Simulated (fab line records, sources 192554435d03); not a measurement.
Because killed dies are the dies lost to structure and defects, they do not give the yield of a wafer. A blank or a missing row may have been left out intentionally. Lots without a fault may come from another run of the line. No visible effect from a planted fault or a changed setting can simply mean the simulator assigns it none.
fab line records	flow n5_finfet
record: lots: 7	wafers: 21
route steps=1938 shown ZERO_LAYER@11 WELL_APT@21 FIN_SAQP@96 FIN_CUT@160 SPACER0@259 SD_EPI_P@312
start_h: the number of hours between the record's first day and the start of the first shown wafer of the lot	wait_h: time in hours since the lot's previous step	" as in the row above	L1.1+2: a single row standing in for several wafers	- no value present, or no start provided	* or withheld: withheld	< > ~ a bound
route shown NAME@n: NAME is a module with steps in the file, n the number in the route of the first one	usual: mean and standard deviation over wafers with no fault	same: alike in all rows	chamber/n: place in a boat	sites: per-site readings	_std_site: their standard deviation	_edge_site: inner sites' mean taken away from outer sites' mean	radius_mm: for every site, how far away it sits from the centre of the wafer	mask NAME#n: copy n	behind: the tool/chamber that last shaped the wafer	hold: reason for holding the lot/hours on hold/outcome of the hold	device: transistor that didn't switch, given as n, p or np	end of line: at the end of the route, the tests of the same wafers	step lacking rows: just its recipe	killed: count of dies lost to structure and defects at first sort (not the wafer's yield)	map: per-die view of a wafer (x killed, . not killed, _ where there is no die)
set.NAME: setting as actually run; set.NAME@STEP: the setting as run at that earlier step	model.NAME: the simulator's own value behind a step, which no gauge read
one table per step and one row per wafer, for lots whose settings were changed on purpose
== steps ==
step: N5_ZERO_LAYER_DEVELOP_10
recipe: develop_time_s: 60	rinse_liquid: diw	dry: air_spin	dev_temp_c: 21
lot.wafer	tool	chamber	start_h	wait_h	set.develop_time_s
L074.2+3	litho_track-01	0	-	-	70.34
L074.6	"	0	"	"	60
L075.3+6	litho_track-03	0	-	-	64.97
L075.4	"	0	"	"	60
L083.3+5	litho_track-01	0	-	-	64.68
L083.4	"	0	"	"	60
L086.1	litho_track-02	0	-	-	49.41
L086.2+4	"	0	"	"	60
L087.4+5+6	litho_track-03	0	-	-	60
L091.2+3+5	litho_track-01	0	-	-	60
L093.3+5+6	litho_track-03	0	-	-	60
step: N5_ZERO_LAYER_HARDBAKE_23
recipe: temp_c: 130	time_s: 120
step: N5_ZERO_LAYER_CD_MEAS_11
recipe: target_cd_nm: 2000	landing_energy_ev: 500	detector: se_inlens
usual: cd_nm: 1999.1/1.6
lot.wafer	tool	chamber	start_h	wait_h	set.develop_time_s@ZERO_LAYER_DEVELOP_10	cd_nm
L074.2	cd_sem-01	0	12.79	-	70.34	2002.7
L074.3	"	0	"	"	70.34	2004.1
L074.6	"	0	"	"	60	1999.2
L075.3	cd_sem-02	0	18.77	-	64.97	2001.3
L075.4	"	0	"	"	60	1998.0
L075.6	"	0	"	"	64.97	2000.5
L083.3	cd_sem-01	0	66.77	-	64.68	2002.3
L083.4	"	0	"	"	60	1999.6
L083.5	"	0	"	"	64.68	2000.7
L086.1	cd_sem-02	0	84.77	-	49.41	1997.7
L086.2	"	0	"	"	60	2002.0
L086.4	"	0	"	"	60	2002.9
L087.4	cd_sem-01	0	90.65	-	60	1997.8
L087.5	"	0	"	"	60	1999.9
L087.6	"	0	"	"	60	1998.0
L091.2	cd_sem-01	0	114.77	-	60	1999.8
L091.3	"	0	"	"	60	1999.7
L091.5	"	0	"	"	60	1997.9
L093.3	cd_sem-03	0	126.78	-	60	1999.0
L093.5	"	0	"	"	60	1998.5
L093.6	"	0	"	"	60	2000.6
step: N5_WELL_APT_COAT_02
recipe: spin_rpm: 1357	resist_thk_nm: 950
lot.wafer	tool	chamber	start_h	wait_h	set.spin_rpm	model.coat_of_WELL_APT_COAT_02.thk_nm
L074.2	litho_track-05	0	-	-	1357	946.8
L074.3	"	0	"	"	1258	987.4
L074.6	"	0	"	"	1258	986.1
L075.3	litho_track-05	0	-	-	1357	949.5
L075.4	"	0	"	"	1284	975.9
L075.6	"	0	"	"	1357	950.7
L083.3	litho_track-04	0	-	-	1449	923.8
L083.4	"	0	"	"	1357	955.4
L083.5	"	0	"	"	1449	924.7
L086.1	litho_track-04	0	-	-	1248	997.2
L086.2	"	0	"	"	1248	993.2
L086.4	"	0	"	"	1357	952.3
L087.4	litho_track-04	0	-	-	1488	910.3
L087.5	"	0	"	"	1488	910.4
L087.6	"	0	"	"	1357	952.6
L091.2	litho_track-05	0	-	-	1506	901.9
L091.3	"	0	"	"	1357	953.2
L091.5	"	0	"	"	1506	904
L093.3	litho_track-04	0	-	-	1357	949.5
L093.5	"	0	"	"	1357	948.3
L093.6	"	0	"	"	1357	952.8
step: N5_WELL_APT_COAT_19
recipe: spin_rpm: 1357	resist_thk_nm: 950
lot.wafer	tool	chamber	start_h	wait_h	set.spin_rpm	model.coat_of_WELL_APT_COAT_19.thk_nm
L074.2	litho_track-04	0	-	-	1357	949.9
L074.3	"	0	"	"	1357	948.9
L074.6	"	0	"	"	1357	950.2
L075.3	litho_track-04	0	-	-	1357	953.9
L075.4	"	0	"	"	1357	953.2
L075.6	"	0	"	"	1357	953.7
L083.3	litho_track-02	0	-	-	1357	951.9
L083.4	"	0	"	"	1481	911
L083.5	"	0	"	"	1481	911.3
L086.1	litho_track-04	0	-	-	1357	956.9
L086.2	"	0	"	"	1357	952.9
L086.4	"	0	"	"	1357	955.6
L087.4	litho_track-02	0	-	-	1478	909.4
L087.5	"	0	"	"	1357	949.1
L087.6	"	0	"	"	1478	912.2
L091.2	litho_track-02	0	-	-	1357	955.3
L091.3	"	0	"	"	1357	955.1
L091.5	"	0	"	"	1246	998.5
L093.3	litho_track-04	0	-	-	1357	950
L093.5	"	0	"	"	1357	945.8
L093.6	"	0	"	"	1357	948.8
step: N5_FIN_SAQP_HM_DEP_03
recipe: material: SiNx	target_thk_a: 380	temp_c: 400	precursor: SiH4/NH3/N2	pressure_torr: 1.5	rf_w: 300	time_s: 33.6
lot.wafer	tool	chamber	start_h	wait_h	set.time_s	model.SiNx_of_FIN_SAQP_HM_DEP_03.thk_nm
L074.2	pecvd-04	0	21.04	0.2	33.6	38.15
L074.3	"	1	"	"	33.6	37.22
L074.6	"	2	"	"	33.6	38.49
L075.3	pecvd-03	1	27.62	0.1	36.14	40.98
L075.4	"	0	"	"	36.14	41.88
L075.6	"	1	"	"	36.14	41.36
L083.3	pecvd-04	2	76.60	0.1	38.29	43.17
L083.4	"	1	"	"	33.6	37.68
L083.5	"	0	"	"	33.6	38.77
L086.1	pecvd-02	0	93.76	0.2	33.6	37.75
L086.2	"	2	"	"	36.72	40.98
L086.4	"	0	"	"	36.72	41.95
L087.4	pecvd-04	1	100.48	0.1	33.6	38.04
L087.5	"	0	"	"	33.6	38.55
L087.6	"	2	"	"	33.6	37.84
L091.2	pecvd-04	2	123.77	0.2	33.6	37.26
L091.3	"	0	"	"	37.9	42.52
L091.5	"	2	"	"	37.9	42.89
L093.3	pecvd-03	2	134.97	0.1	33.6	37.99
L093.5	"	1	"	"	33.6	38.64
L093.6	"	0	"	"	33.6	38.8
step: N5_FIN_SAQP_THK_MEAS_05
usual: thk_nm: 38.0/0.53
lot.wafer	tool	chamber	start_h	wait_h	set.time_s@FIN_SAQP_HM_DEP_03	thk_nm
L074.2	film_metro-01	-	21.12	0.1	33.6	38.1
L074.3	"	-	"	"	33.6	37.2
L074.6	"	-	"	"	33.6	38.5
L075.3	film_metro-02	-	27.71	0.1	36.14	41.0
L075.4	"	-	"	"	36.14	41.9
L075.6	"	-	"	"	36.14	41.3
L083.3	film_metro-01	-	76.69	0.1	38.29	43.2
L083.4	"	-	"	"	33.6	37.7
L083.5	"	-	"	"	33.6	38.7
L086.1	film_metro-01	-	93.85	0.1	33.6	37.7
L086.2	"	-	"	"	36.72	41.0
L086.4	"	-	"	"	36.72	42.0
L087.4	film_metro-02	-	100.54	0.0	33.6	38.1
L087.5	"	-	"	"	33.6	38.5
L087.6	"	-	"	"	33.6	37.8
L091.2	film_metro-01	-	123.86	0.1	33.6	37.2
L091.3	"	-	"	"	37.9	42.5
L091.5	"	-	"	"	37.9	43.0
L093.3	film_metro-02	-	135.06	0.1	33.6	38.0
L093.5	"	-	"	"	33.6	38.7
L093.6	"	-	"	"	33.6	38.8
step: N5_FIN_SAQP_EXPOSE_13
recipe: mask_id: FIN_CORE	na: 1.35	source_shape: dipole	sigma_inner: 0.538	sigma_outer: 0.738	polarization: te	target_cd_nm: 35.6	dose_mj: 63.25
lot.wafer	tool	chamber	start_h	wait_h	mask	set.dose_mj
L074.2	arfi_scanner-03	0	21.69	-	FIN_CORE#0	63.25
L074.3+6	"	0	"	"	FIN_CORE#0	66.81
L075.3+4	arfi_scanner-02	0	28.38	-	FIN_CORE#0	63.25
L075.6	"	0	"	"	FIN_CORE#0	61.51
L083.3+4+5	arfi_scanner-02	0	77.34	-	FIN_CORE#0	63.25
L086.1+2+4	arfi_scanner-01	0	94.41	-	FIN_CORE#0	63.25
L087.4	arfi_scanner-03	0	101.12	-	FIN_CORE#0	61.3
L087.5+6	"	0	"	"	FIN_CORE#0	63.25
L091.2+3	arfi_scanner-02	0	124.30	-	FIN_CORE#0	63.25
L091.5	"	0	"	"	FIN_CORE#0	60.88
L093.3+5+6	arfi_scanner-02	0	135.63	-	FIN_CORE#0	63.25
step: N5_FIN_SAQP_PEB_14
recipe: peb_temp_c: withheld	peb_time_s: 60	resist: CAR-ArF
step: N5_FIN_SAQP_DEVELOP_15
recipe: develop_time_s: 30	developer: TMAH	resist: CAR-ArF	dev_temp_c: 23	rinse_liquid: diw	dry: air_spin
step: N5_FIN_SAQP_SPACER2_ALD_28
recipe: material: SiO2	target_thk_a: 81	temp_c: 300	ald_precursor_family: BDEAS	ald_co_reactant: O2-plasma	pulse_time_s: 1	purge_time_s: 2	co_reactant_purge_time_s: 2	pressure_torr: 2
step: N5_FIN_SAQP_SPACER2_ETCHBACK_29
recipe: chemistry: CHF3/O2	mode: anisotropic_etchback	target: SiO2	target_depth_a: 122	time_s: 6.1	pressure_mtorr: 30	source_w: 650	bias_w: 170	Ar_flow_sccm: 200	CHF3_flow_sccm: 50	O2_flow_sccm: 5	ion_energy_ev: 200
step: N5_FIN_SAQP_MANDREL2_REMOVE_60
recipe: chemistry: HBr/Cl2/O2	bt_time_s: 10	target: a-Si	stop_on: SiNx	endpoint: OES-SiCl	over_etch_frac: 1	icp_w: 600	bias_w: 22	HBr_flow_sccm: 150	Cl2_flow_sccm: 80	O2_flow_sccm: 5	pressure_mtorr: 10
lot.wafer	tool	chamber	start_h	wait_h	set.time_s@FIN_SAQP_HM_DEP_03	model.SiNx_of_FIN_SAQP_HM_DEP_03.thk_nm
L074.2	rie_si-06	1	26.57	0.1	33.6	37.4
L074.3	"	3	"	"	33.6	36.6
L074.6	"	0	"	"	33.6	37.8
L075.3	rie_si-02	2	32.82	0.1	36.14	40.2
L075.4	"	1	"	"	36.14	41.2
L075.6	"	0	"	"	36.14	40.6
L083.3	rie_si-02	0	81.94	0.1	38.29	42.6
L083.4	"	3	"	"	33.6	37
L083.5	"	3	"	"	33.6	38.2
L086.1	rie_si-02	2	100.24	0.1	33.6	37.2
L086.2	"	0	"	"	36.72	40.2
L086.4	"	1	"	"	36.72	41
L087.4	rie_si-06	1	105.03	0.1	33.6	37.4
L087.5	"	1	"	"	33.6	37.6
L087.6	"	2	"	"	33.6	37.2
L091.2	rie_si-04	0	128.55	0.1	33.6	36.6
L091.3	"	1	"	"	37.9	41.8
L091.5	"	3	"	"	37.9	42.2
L093.3	rie_si-06	0	141.32	0.1	33.6	37.4
L093.5	"	3	"	"	33.6	38
L093.6	"	0	"	"	33.6	38.2
step: N5_FIN_SAQP_HM_OPEN_33
recipe: chemistry: CH3F/O2	target: SiNx	mask_material: SiO2	target_depth_a: 494	time_s: 70.6	pressure_mtorr: 30	source_w: 395	bias_w: 73	Ar_flow_sccm: 150	CH3F_flow_sccm: 30	O2_flow_sccm: 20	ion_energy_ev: 120	ends: cleared
usual: etch_rf_on_time_s: 68.6/1.6
lot.wafer	tool	chamber	start_h	wait_h	set.time_s@FIN_SAQP_HM_DEP_03	etch_rf_on_time_s	model.etch.depth_nm
L074.2	rie_diel-03	1	27.08	0.4	33.6	67.4	37.33
L074.3	"	0	"	"	33.6	68.5	36.54
L074.6	"	0	"	"	33.6	70.5	37.86
L075.3	rie_diel-01	1	33.08	0.1	36.14	76.2	40.16
L075.4	"	2	"	"	36.14	76.6	41.25
L075.6	"	1	"	"	36.14	76.1	40.69
L083.3	rie_diel-05	3	82.13	0.1	38.29	78.5	42.54
L083.4	"	1	"	"	33.6	68.9	37.06
L083.5	"	1	"	"	33.6	70.6	38.14
L086.1	rie_diel-01	3	100.43	0.1	33.6	67.1	37.12
L086.2	"	2	"	"	36.72	74.5	40.3
L086.4	"	2	"	"	36.72	75.6	41.05
L087.4	rie_diel-03	0	105.19	0.0	33.6	70.0	37.37
L087.5	"	1	"	"	33.6	68.0	37.65
L087.6	"	0	"	"	33.6	70.1	37.21
L091.2	rie_diel-03	3	128.71	0.0	33.6	67.5	36.62
L091.3	"	0	"	"	37.9	78.9	41.81
L091.5	"	1	"	"	37.9	77.4	42.25
L093.3	rie_diel-01	2	141.51	0.1	33.6	69.3	37.37
L093.5	"	0	"	"	33.6	68.4	38.02
L093.6	"	1	"	"	33.6	68.0	38.16
step: N5_FIN_SAQP_ETCH_34
recipe: chemistry: C4F6/O2	target: SiO2	target_depth_a: 450	time_s: 15	ion_energy_ev: 250	pressure_mtorr: 30	source_w: 345	bias_w: 185	Ar_flow_sccm: 300	C4F6_flow_sccm: 10	O2_flow_sccm: 10	ends: cleared
step: N5_FIN_SAQP_STRIP_77
recipe: chemistry: N2/H2	time_s: 90	power_w: 100	temp_c: 40	pressure_mtorr: 100	rf_frequency_hz: 6e+07	bias_power_w: 3	n2_flow_sccm: 300	h2_flow_sccm: 300
step: N5_FIN_SAQP_ETCH_64
recipe: chemistry: CF4	target: SiO2	target_depth_a: 15	ion_energy_ev: 350	pressure_mtorr: 10	icp_w: 800	bias_w: 400	cf4_flow_sccm: 80
step: N5_FIN_SAQP_FIN_ETCH_36
recipe: chemistry: HBr/Cl2/O2	target_depth_a: 1200	mask_material: SiNx	time_s: 50.4	bias_w: 102	pressure_mtorr: 10	icp_w: 800	HBr_flow_sccm: 150	Cl2_flow_sccm: 80	O2_flow_sccm: 12
lot.wafer	tool	chamber	start_h	wait_h	set.time_s@FIN_SAQP_HM_DEP_03	model.SiNx_of_FIN_SAQP_HM_DEP_03.thk_nm
L074.2	rie_si-02	2	27.36	0.0	33.6	21
L074.3	"	1	"	"	33.6	19.6
L074.6	"	2	"	"	33.6	21.6
L075.3	rie_si-04	1	33.37	0.0	36.14	24
L075.4	"	3	"	"	36.14	25
L075.6	"	2	"	"	36.14	24.2
L083.3	rie_si-06	2	82.48	0.0	38.29	26
L083.4	"	1	"	"	33.6	21
L083.5	"	2	"	"	33.6	21.6
L086.1	rie_si-04	3	100.72	0.0	33.6	21
L086.2	"	1	"	"	36.72	24.2
L086.4	"	0	"	"	36.72	24.4
L087.4+6	rie_si-04	0,2	105.48	0.0	33.6	20.8
L087.5	"	1	"	"	33.6	21.6
L091.2	rie_si-02	0	129.00	0.0	33.6	20.2
L091.3	"	1	"	"	37.9	25
L091.5	"	3	"	"	37.9	25.4
L093.3	rie_si-02	2	141.80	0.0	33.6	21.2
L093.5	"	2	"	"	33.6	21.8
L093.6	"	1	"	"	33.6	21
step: N5_FIN_CUT_EXPOSE_05
recipe: mask_id: FIN_CUT	na: 0.33	source_shape: annular	sigma_inner: 0.35	sigma_outer: 0.8	polarization: unpolarized	dose_mj: 45.75
lot.wafer	tool	chamber	start_h	wait_h	mask	set.dose_mj
L074.2+6	euv_scanner-02	0	27.79	-	FIN_CUT#0	45.75
L074.3	"	0	"	"	FIN_CUT#0	49.17
L075.3	euv_scanner-01	0	33.93	-	FIN_CUT#0	48.77
L075.4+6	"	0	"	"	FIN_CUT#0	45.75
L083.3+4+5	euv_scanner-01	0	83.13	-	FIN_CUT#0	45.75
L086.1+2	euv_scanner-01	0	101.14	-	FIN_CUT#0	45.75
L086.4	"	0	"	"	FIN_CUT#0	47.47
L087.4+5+6	euv_scanner-02	0	106.04	-	FIN_CUT#0	45.75
L091.2	euv_scanner-01	0	129.55	-	FIN_CUT#0	43.4
L091.3+5	"	0	"	"	FIN_CUT#0	45.75
L093.3+5+6	euv_scanner-01	0	142.36	-	FIN_CUT#0	45.75
step: N5_FIN_CUT_PEB_06
recipe: peb_temp_c: 100	peb_time_s: 60	resist: CAR-EUV
step: N5_FIN_CUT_DEVELOP_07
recipe: develop_time_s: 30	developer: TMAH	resist: CAR-EUV	rinse_liquid: surfactant_rinse	dry: air_spin	dev_temp_c: 23
step: N5_FIN_CUT_CD_MEAS_08
recipe: target_cd_nm: 29.1	landing_energy_ev: 500	detector: se_inlens	polarity: opening
usual: cd_nm: 29.22/0.24
lot.wafer	tool	chamber	start_h	wait_h	set.dose_mj@FIN_CUT_EXPOSE_05	cd_nm
L074.2	cd_sem-01	0	27.92	-	45.75	29.34
L074.3	"	0	"	"	49.17	30.91
L074.6	"	0	"	"	45.75	28.90
L075.3	cd_sem-03	0	34.05	-	48.77	30.56
L075.4	"	0	"	"	45.75	29.61
L075.6	"	0	"	"	45.75	29.31
L083.3	cd_sem-01	0	83.25	-	45.75	29.36
L083.4	"	0	"	"	45.75	29.48
L083.5	"	0	"	"	45.75	29.53
L086.1	cd_sem-02	0	101.27	-	45.75	29.11
L086.2	"	0	"	"	45.75	29.11
L086.4	"	0	"	"	47.47	29.89
L087.4	cd_sem-02	0	106.16	-	45.75	29.07
L087.5	"	0	"	"	45.75	28.94
L087.6	"	0	"	"	45.75	29.13
L091.2	cd_sem-01	0	129.68	-	43.4	27.96
L091.3	"	0	"	"	45.75	29.14
L091.5	"	0	"	"	45.75	29.35
L093.3	cd_sem-01	0	142.48	-	45.75	28.93
L093.5	"	0	"	"	45.75	29.12
L093.6	"	0	"	"	45.75	28.69
step: N5_FIN_CUT_DESCUM_13
recipe: chemistry: O2	time_s: 7	source_power_w: 50	bias_power_w: 20	pressure_mtorr: 20	rf_frequency_hz: 2.712e+07	temp_c: 40	resist: CAR-EUV	o2_flow_sccm: 225
step: N5_FIN_CUT_ETCH_30
recipe: chemistry: N2/H2	target: underlayer	target_depth_a: 130	mask_material: CAR-EUV	time_s: 10.4	ion_energy_ev: 200	pressure_mtorr: 30	source_w: 840	bias_w: 150	n2_flow_sccm: 200	h2_flow_sccm: 200	ends: cleared
lot.wafer	tool	chamber	start_h	wait_h	set.dose_mj@FIN_CUT_EXPOSE_05	model.FIN_CUT.cd_offset_nm
L074.2	rie_diel-02	3	28.08	0.0	45.75	0
L074.3	"	1	"	"	49.17	1.4
L074.6	"	1	"	"	45.75	-0.2
L075.3	rie_diel-02	3	34.21	0.0	48.77	1.4
L075.4	"	0	"	"	45.75	-0.2
L075.6	"	0	"	"	45.75	0
L083.3	rie_diel-04	1	83.47	0.0	45.75	-0.2
L083.4	"	0	"	"	45.75	0.4
L083.5	"	1	"	"	45.75	0
L086.1	rie_diel-06	1	101.55	0.0	45.75	0.2
L086.2	"	2	"	"	45.75	0
L086.4	"	0	"	"	47.47	1
L087.4	rie_diel-04	1	106.37	0.0	45.75	-0.2
L087.5+6	"	3,0	"	"	45.75	0.2
L091.2	rie_diel-02	2	129.98	0.0	43.4	-0.8
L091.3+5	"	3	"	"	45.75	0.4
L093.3+5+6	rie_diel-02	2,3,0	142.64	0.0	45.75	0
step: N5_SPACER0_ALD_00
recipe: material: SiOCN	target_thk_a: 35	temp_c: 400	ald_precursor_family: alkyl-aminosilane	ald_co_reactant: O2/N2-plasma	pulse_time_s: 3	purge_time_s: 2	co_reactant_purge_time_s: 2	ald_cycles: 58	pressure_torr: 2
lot.wafer	tool	chamber	start_h	wait_h	set.ald_cycles	model.SiOCN_of_SPACER0_ALD_00.thk_nm
L074.2+3	ald_sin-01	2,3	48.35	0.1	58	3.4
L074.6	"	0	"	"	58	3.6
L075.3+4+6	ald_sin-02	0,1,0	55.64	0.1	58	3.4
L083.3	ald_sin-03	2	103.49	0.1	58	3.6
L083.4	"	0	"	"	62	3.8
L083.5	"	2	"	"	58	3.4
L086.1+2	ald_sin-03	3,2	122.25	0.1	58	3.6
L086.4	"	1	"	"	58	3.4
L087.4+5	ald_sin-01	1	127.16	0.1	49	3
L087.6	"	0	"	"	58	3.6
L091.2+3+5	ald_sin-01	3,2,2	150.66	0.1	58	3.4
L093.3+5	ald_sin-02	1	162.58	0.1	58	3.4
L093.6	"	2	"	"	58	3.6
step: N5_SD_EPI_P_ETCH_16
recipe: chemistry: CHF3/O2	target: SiO2	target_depth_a: 50	mask_material: SOC	pressure_mtorr: 30	source_w: 650	bias_w: 170	Ar_flow_sccm: 200	CHF3_flow_sccm: 50	O2_flow_sccm: 5	ion_energy_ev: 200
lot.wafer	tool	chamber	start_h	wait_h	set.target_depth_a	model.etch.depth_nm
L074.2	rie_diel-02	3	54.61	0.1	44.87	4.566
L074.3	"	2	"	"	50	5.054
L074.6	"	2	"	"	50	4.968
L075.3+4	rie_diel-04	2	61.91	0.1	54.59	5.605
L075.6	"	3	"	"	50	5.085
L083.3	rie_diel-04	3	110.24	0.1	46.2	4.737
L083.4	"	1	"	"	50	4.963
L083.5	"	2	"	"	50	5.109
L086.1	rie_diel-02	0	129.39	0.1	50	5.054
L086.2	"	1	"	"	50	4.971
L086.4	"	2	"	"	50	4.925
L087.4	rie_diel-06	2	133.19	0.1	52.17	5.144
L087.5	"	1	"	"	50	4.964
L087.6	"	2	"	"	52.17	5.094
L091.2	rie_diel-06	3	157.22	0.1	50	4.873
L091.3	"	1	"	"	47.76	4.713
L091.5	"	2	"	"	50	4.907
L093.3	rie_diel-06	1	169.02	0.1	50	4.986
L093.5	"	3	"	"	50	4.94
L093.6	"	2	"	"	50	4.943
== key ==
split: step: N5_ZERO_LAYER_DEVELOP_10	setting: develop_time_s	stated: 60	by: wafer
response: step: N5_ZERO_LAYER_CD_MEAS_11	reading: cd_nm	change: +0.263	per: 1%	r: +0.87
split: step: N5_WELL_APT_COAT_02	setting: spin_rpm	stated: 1357	by: wafer
response: step: N5_WELL_APT_COAT_02	reading: model.coat_of_WELL_APT_COAT_02.thk_nm	change: -4.79	per: 1%	r: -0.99
split: step: N5_WELL_APT_COAT_19	setting: spin_rpm	stated: 1357	by: wafer
response: step: N5_WELL_APT_COAT_19	reading: model.coat_of_WELL_APT_COAT_19.thk_nm	change: -4.65	per: 1%	r: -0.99
split: step: N5_FIN_SAQP_HM_DEP_03	setting: time_s	stated: 33.6	by: wafer
response: step: N5_FIN_SAQP_HM_DEP_03	reading: model.SiNx_of_FIN_SAQP_HM_DEP_03.thk_nm	change: +0.389	per: 1%	r: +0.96
response: step: N5_FIN_SAQP_THK_MEAS_05	reading: thk_nm	change: *	per: 1%	r: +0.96
response: step: N5_FIN_SAQP_MANDREL2_REMOVE_60	reading: model.SiNx_of_FIN_SAQP_HM_DEP_03.thk_nm	change: +0.383	per: 1%	r: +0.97
response: step: N5_FIN_SAQP_HM_OPEN_33	reading: etch_rf_on_time_s	change: *	per: 1%	r: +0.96
response: step: N5_FIN_SAQP_HM_OPEN_33	reading: model.etch.depth_nm	change: +0.385	per: 1%	r: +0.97
response: step: N5_FIN_SAQP_FIN_ETCH_36	reading: model.SiNx_of_FIN_SAQP_HM_DEP_03.thk_nm	change: +0.36	per: 1%	r: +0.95
split: step: N5_FIN_SAQP_EXPOSE_13	setting: dose_mj	stated: 63.25	by: wafer
response none clear
split: step: N5_FIN_CUT_EXPOSE_05	setting: dose_mj	stated: 45.75	by: wafer
response: step: N5_FIN_CUT_CD_MEAS_08	reading: cd_nm	change: +0.216	per: 1%	r: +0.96
response: step: N5_FIN_CUT_ETCH_30	reading: model.FIN_CUT.cd_offset_nm	change: +0.219	per: 1%	r: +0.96
split: step: N5_SPACER0_ALD_00	setting: ald_cycles	stated: 58	by: wafer
response: step: N5_SPACER0_ALD_00	reading: model.SiOCN_of_SPACER0_ALD_00.thk_nm	change: +0.0395	per: 1%	r: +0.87
split: step: N5_SD_EPI_P_ETCH_16	setting: target_depth_a	stated: 50	by: wafer
response: step: N5_SD_EPI_P_ETCH_16	reading: model.etch.depth_nm	change: +0.0457	per: 1%	r: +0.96
